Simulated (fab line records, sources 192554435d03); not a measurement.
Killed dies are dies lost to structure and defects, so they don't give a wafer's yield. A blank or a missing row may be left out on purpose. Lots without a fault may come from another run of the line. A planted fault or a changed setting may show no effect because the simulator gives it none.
A struck lot beside a sound one | flow n5_finfet | 17 steps out of a route of 1938
Sound: wafers L146.2, L146.5. Struck: wafers L154.3, L154.4. (L154.6 of the same lot was not struck and is left out.) The cause comes at the end.
At each step with rows: each side's tool, then ch and its chambers, then its first start. Under that, the readings that differ: sound wafers | struck wafers | difference of the means | sigmas: that difference in standard deviations of wafers without a fault.
alike: readings whose means differ by less than 2 such deviations, and words and numbers that are the same on both sides. not compared: withheld readings, readings that some wafer has no value for, bounds like >300 that may hide the same value, and numbers for which the record gives no deviation and whose values overlap.
The two part at a step that has a row with sigmas, a row that says differs or no value, or rows on one side only. Numbers that don't overlap but have no deviation are shown without sigmas and don't part them. A reading that every wafer of one side lacks parts them only if that side has two wafers or more.

N5_FIN_SAQP_THK_MEAS_05:
  sound on film_metro-01, day 1 21:06; struck on film_metro-02, day 3 21:55
  alike: thk_nm
N5_FIN_SAQP_PECVD_47: deposits a-Si from SiH4/He, target thk 45 nm, time 36.3 s.
  sound on pecvd-01 ch 0,1, day 1 21:08; struck on pecvd-01 ch 2, day 3 21:57
  alike: heater_power_w, showerhead_plenum_p_Torr, throttle_valve_pct
N5_FIN_SAQP_PECVD_48: deposits SiNx from SiH4/NH3/N2, target thk 25 nm, time 22.1 s.
  sound on pecvd-01 ch 0,1, day 1 21:12; struck on pecvd-01 ch 2, day 3 21:59
  alike: heater_power_w, showerhead_plenum_p_Torr, throttle_valve_pct
N5_FIN_SAQP_PECVD_06: deposits a-Si from SiH4/He, target thk 60 nm, time 48.1 s.
  sound on pecvd-01 ch 0,1, day 1 21:16; struck on pecvd-01 ch 2, day 3 22:02
  alike: heater_power_w, showerhead_plenum_p_Torr, throttle_valve_pct
N5_FIN_SAQP_THK_MEAS_07:
  sound on film_metro-01, day 1 21:23; struck on film_metro-02, day 3 22:07
  alike: thk_nm
N5_FIN_SAQP_HM_DEP_72: deposits SiO2 from SiH4/N2O, target thk 12 nm, time 7.2 s.
  sound on pecvd-01 ch 1, day 1 21:25; struck on pecvd-03 ch 0,2, day 3 22:11
  alike: heater_power_w, showerhead_plenum_p_Torr
then, 6 steps without rows for these wafers: N5_FIN_SAQP_COAT_49 (time 60 s, resist thk 100 nm); N5_FIN_SAQP_COAT_50 (time 60 s, resist thk 35 nm); N5_FIN_SAQP_COAT_10 (resist thk 90 nm); N5_FIN_SAQP_EBR_12; N5_FIN_SAQP_SOFTBAKE_11 (time 60 s); N5_FIN_SAQP_EXPOSE_13 (exposes mask FIN CORE, target cd 35.6 nm).
N5_FIN_SAQP_PEB_14: peb time 60 s.
  sound on litho_track-01 ch 0, day 1 21:41; struck on litho_track-05 ch 0, day 3 22:34
then, 1 step without rows for these wafers: N5_FIN_SAQP_DEVELOP_15 (develop time 30 s).
N5_FIN_SAQP_CD_MEAS_16: target cd 35.6 nm.
  sound on cd_sem-01 ch 0, day 1 21:46; struck on cd_sem-02 ch 0, day 3 22:38
  reading    | sound       | struck      | difference | sigmas
  cd_nm (nm) | 35.39 35.73 | 33.19 32.43 | -2.75      | -9
N5_FIN_SAQP_OVL_MEAS_17:
  sound on overlay-02 ch 0, day 1 21:48; struck on overlay-01 ch 0, day 3 22:40
  reading           | sound     | struck  | difference | sigmas
  FIN_CORE_OVL (nm) | -0.3 -0.8 | 0.8 1.9 | +1.9       | +2
-- the record jumps here: 10 days lie between the struck wafers' starts before and after (it left off in module FIN_SAQP and takes up again in module PASSIVATION, whose first step shown is number 1936 of the route) --
N5_PASSIVATION_PROBE_49:
  the record has rows for the struck wafers here (prober-01, day 13 17:05) and none for the sound ones

WHERE THEY PART
First at N5_FIN_SAQP_CD_MEAS_16; last, within this record, at N5_PASSIVATION_PROBE_49.

WHY: what the simulator had put in
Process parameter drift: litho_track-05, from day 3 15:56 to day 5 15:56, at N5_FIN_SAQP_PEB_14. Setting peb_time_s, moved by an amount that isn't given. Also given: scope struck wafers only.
